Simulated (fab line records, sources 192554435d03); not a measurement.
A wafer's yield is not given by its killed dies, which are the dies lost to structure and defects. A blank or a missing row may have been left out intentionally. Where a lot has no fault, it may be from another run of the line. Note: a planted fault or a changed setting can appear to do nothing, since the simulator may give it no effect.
Matching of chambers ; flow n5_finfet ; 4 sister chambers for N5_BEOL_M2_ETCH_64 on rie_diel-05
The step etches SOC in N2/H2, target depth 75 nm, overetch 22.5 nm, time 121.9 s. 7 wafers are shown with their chamber, then 8 later ones without.

== WAFERS WITH THEIR CHAMBER ==
wafer;chamber;showerhead_plenum_p_Torr (Torr);throttle_valve_pct (%)
L081.2;1;2.43;18.00
L090.2;0;2.57;17.45
L090.4;3;2.70;17.68
L092.2;2;2.63;17.90
L092.5;1;2.42;18.02
L092.6;2;2.63;17.89
L093.1;3;2.70;17.70

== WAFERS MISSING THEIR CHAMBER ==
wafer;showerhead_plenum_p_Torr (Torr);throttle_valve_pct (%)
L093.2;2.63;17.91
L093.3;2.57;17.45
L095.2;2.57;17.46
L095.4;2.62;17.89
L095.5;2.70;17.71
L096.1;2.62;17.90
L096.2;2.70;17.71
L096.4;2.57;17.46

== THE CHAMBER EACH PASSED THROUGH ==
wafer;from the rows above;in truth
L093.2;2;2
L093.3;0;0
L095.2;0;0
L095.4;2;2
L095.5;3;3
L096.1;2;2
L096.2;3;3
L096.4;0;0
Correct placement for 8 of the 8. Number that these rows cannot place: 0. Wrongly placed: 0.
How it was worked out, from the rows above alone: a wafer's distance from a chamber is the root of the sum, over the readings, of the square of ((its reading less the chamber's mean) divided by the reading's scatter). The wafer belongs to the nearest chamber; if the next one is less than 2 further off, it can't be placed. A chamber's mean is the mean of its shown wafers. The scatter: take each reading less its chamber's mean, square it, sum over the shown wafers, divide by the number of wafers less the number of chambers, and take the root.
